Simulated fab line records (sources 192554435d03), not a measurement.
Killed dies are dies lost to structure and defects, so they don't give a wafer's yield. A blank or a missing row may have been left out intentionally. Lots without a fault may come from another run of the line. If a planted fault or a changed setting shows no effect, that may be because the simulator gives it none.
Matching of chambers | flow n5-finfet | N5_BEOL_M12_DESCUM_15 on rie-diel-01 has 4 sister chambers
The step chemistry O2, time 7.9 s. 4 wafers are shown with their chamber, then 9 later ones without.

WAFERS, EACH WITH ITS CHAMBER
wafer  | chamber | showerhead-plenum-p-Torr (Torr)
L079.6 | 2       | 2.22
L087.4 | 1       | 2.20
L087.5 | 0       | 2.09
L087.6 | 3       | 2.04

WAFERS WITH NO CHAMBER GIVEN
wafer  | showerhead-plenum-p-Torr (Torr)
L095.1 | 2.19
L095.3 | 2.20
L095.6 | 2.03
L096.2 | 2.19
L096.4 | 2.20
L096.6 | 2.20
L097.1 | 2.19
L097.2 | 2.20
L097.5 | 2.20

CHAMBER TAKEN BY EACH
wafer  | from the rows above | in truth
L095.1 | 1                   | 1
L095.3 | 1                   | 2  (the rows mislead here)
L095.6 | 3                   | 3
L096.2 | 1                   | 1
L096.4 | 1                   | 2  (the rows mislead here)
L096.6 | 1                   | 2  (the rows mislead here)
L097.1 | 1                   | 1
L097.2 | 1                   | 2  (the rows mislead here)
L097.5 | 1                   | 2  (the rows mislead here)
4 of 9 placed correctly. From these rows, 0 cannot be placed. Wrongly placed: 5.
How it was worked out, from the rows above alone: a wafer's distance from a chamber is the root of the sum, over the readings, of the square of ((its reading less the chamber's mean) divided by the reading's scatter). The wafer belongs to the nearest chamber; if the next one is less than 2 further off, it can't be placed. Each chamber's mean is taken over the wafers shown for it. The scatter (one wafer shown for each chamber): square how far every hidden wafer sits from the nearest shown wafer, average those squares and take the square root.
